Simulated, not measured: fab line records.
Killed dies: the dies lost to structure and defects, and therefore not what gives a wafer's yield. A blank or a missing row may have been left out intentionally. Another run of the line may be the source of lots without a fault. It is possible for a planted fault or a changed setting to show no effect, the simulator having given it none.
Matching of chambers || flow nandHarc || 4 sister chambers for NHARC_A_BLC_ALD_23 on aldMetal-02
The step deposits TiN, target thk 3 nm, pulse time 1 s, ald cycles 150. 20 wafers are shown with their chamber, then 10 later ones without.

== WAFERS WITH THEIR CHAMBER ==
{"wafer": "L075.1", "chamber": 2, "heaterPowerW (W)": 1269, "precursorPulseHeightRel": 1.019}
{"wafer": "L075.2", "chamber": 0, "heaterPowerW (W)": 1164, "precursorPulseHeightRel": 0.998}
{"wafer": "L075.5", "chamber": 1, "heaterPowerW (W)": 972, "precursorPulseHeightRel": 0.991}
{"wafer": "L076.2", "chamber": 3, "heaterPowerW (W)": 1129, "precursorPulseHeightRel": 1.006}
{"wafer": "L076.5", "chamber": 1, "heaterPowerW (W)": 960, "precursorPulseHeightRel": 0.968}
{"wafer": "L076.6", "chamber": 2, "heaterPowerW (W)": 1237, "precursorPulseHeightRel": 1.039}
{"wafer": "L077.2", "chamber": 2, "heaterPowerW (W)": 1217, "precursorPulseHeightRel": 1.010}
{"wafer": "L077.3", "chamber": 3, "heaterPowerW (W)": 1171, "precursorPulseHeightRel": 0.982}
{"wafer": "L077.5", "chamber": 2, "heaterPowerW (W)": 1207, "precursorPulseHeightRel": 0.994}
{"wafer": "L080.2", "chamber": 2, "heaterPowerW (W)": 1223, "precursorPulseHeightRel": 1.030}
{"wafer": "L080.3", "chamber": 0, "heaterPowerW (W)": 1160, "precursorPulseHeightRel": 0.997}
{"wafer": "L080.5", "chamber": 0, "heaterPowerW (W)": 1165, "precursorPulseHeightRel": 0.999}
{"wafer": "L082.1", "chamber": 3, "heaterPowerW (W)": 1114, "precursorPulseHeightRel": 0.972}
{"wafer": "L082.2", "chamber": 2, "heaterPowerW (W)": 1218, "precursorPulseHeightRel": 1.007}
{"wafer": "L082.4", "chamber": 0, "heaterPowerW (W)": 1230, "precursorPulseHeightRel": 1.001}
{"wafer": "L085.2", "chamber": 0, "heaterPowerW (W)": 1245, "precursorPulseHeightRel": 1.027}
{"wafer": "L085.3", "chamber": 1, "heaterPowerW (W)": 974, "precursorPulseHeightRel": 0.961}
{"wafer": "L085.6", "chamber": 1, "heaterPowerW (W)": 935, "precursorPulseHeightRel": 0.994}
{"wafer": "L087.1", "chamber": 1, "heaterPowerW (W)": 964, "precursorPulseHeightRel": 0.977}
{"wafer": "L087.3", "chamber": 0, "heaterPowerW (W)": 1237, "precursorPulseHeightRel": 0.996}

SIGNATURES (averages over the wafers above)
{"reading": "heaterPowerW", "chamber 0": 1200.17, "chamber 1": 961.00, "chamber 2": 1228.50, "chamber 3": 1138.00, "scatter within a chamber": 29.1}
{"reading": "precursorPulseHeightRel", "chamber 0": 1.00300, "chamber 1": 0.97820, "chamber 2": 1.01650, "chamber 3": 0.98667, "scatter within a chamber": 0.0147}
Rule: a wafer's distance from a chamber is the root of the sum, over the readings, of the square of ((its reading less the chamber's mean) divided by the reading's scatter). If the next closest chamber is less than 2 further off than the closest, the wafer can't be placed; otherwise it belongs to the closest. The scatter: take each reading less its chamber's mean, square it, sum over the shown wafers, divide by the number of wafers less the number of chambers, and take the root.

== WAFERS MISSING THEIR CHAMBER ==
{"wafer": "L087.6", "heaterPowerW (W)": 1223, "precursorPulseHeightRel": 0.991}
{"wafer": "L088.2", "heaterPowerW (W)": 1236, "precursorPulseHeightRel": 0.995}
{"wafer": "L088.3", "heaterPowerW (W)": 1115, "precursorPulseHeightRel": 0.987}
{"wafer": "L088.5", "heaterPowerW (W)": 1194, "precursorPulseHeightRel": 0.991}
{"wafer": "L094.1", "heaterPowerW (W)": 1186, "precursorPulseHeightRel": 0.996}
{"wafer": "L094.4", "heaterPowerW (W)": 1210, "precursorPulseHeightRel": 1.020}
{"wafer": "L094.5", "heaterPowerW (W)": 975, "precursorPulseHeightRel": 1.018}
{"wafer": "L096.1", "heaterPowerW (W)": 1129, "precursorPulseHeightRel": 0.986}
{"wafer": "L096.3", "heaterPowerW (W)": 954, "precursorPulseHeightRel": 1.011}
{"wafer": "L096.4", "heaterPowerW (W)": 1234, "precursorPulseHeightRel": 0.956}

== THE CHAMBER EACH PASSED THROUGH ==
{"wafer": "L087.6", "from the rows above": "can't be placed: 0 or 2 or 3", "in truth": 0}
{"wafer": "L088.2", "from the rows above": "can't be placed: 0 or 2", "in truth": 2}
{"wafer": "L088.3", "from the rows above": 3, "in truth": 3}
{"wafer": "L088.5", "from the rows above": "can't be placed: 0 or 3 or 2", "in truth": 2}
{"wafer": "L094.1", "from the rows above": "can't be placed: 0 or 3 or 2", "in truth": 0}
{"wafer": "L094.4", "from the rows above": "can't be placed: 2 or 0", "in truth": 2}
{"wafer": "L094.5", "from the rows above": 1, "in truth": 1}
{"wafer": "L096.1", "from the rows above": 3, "in truth": 3}
{"wafer": "L096.3", "from the rows above": 1, "in truth": 1}
{"wafer": "L096.4", "from the rows above": "can't be placed: 0 or 3 or 2", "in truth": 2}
Correctly placed: 4 of 10. Cannot be placed on the basis of these rows: 6; the candidates contain the true chamber in 6. 0 placed wrongly.
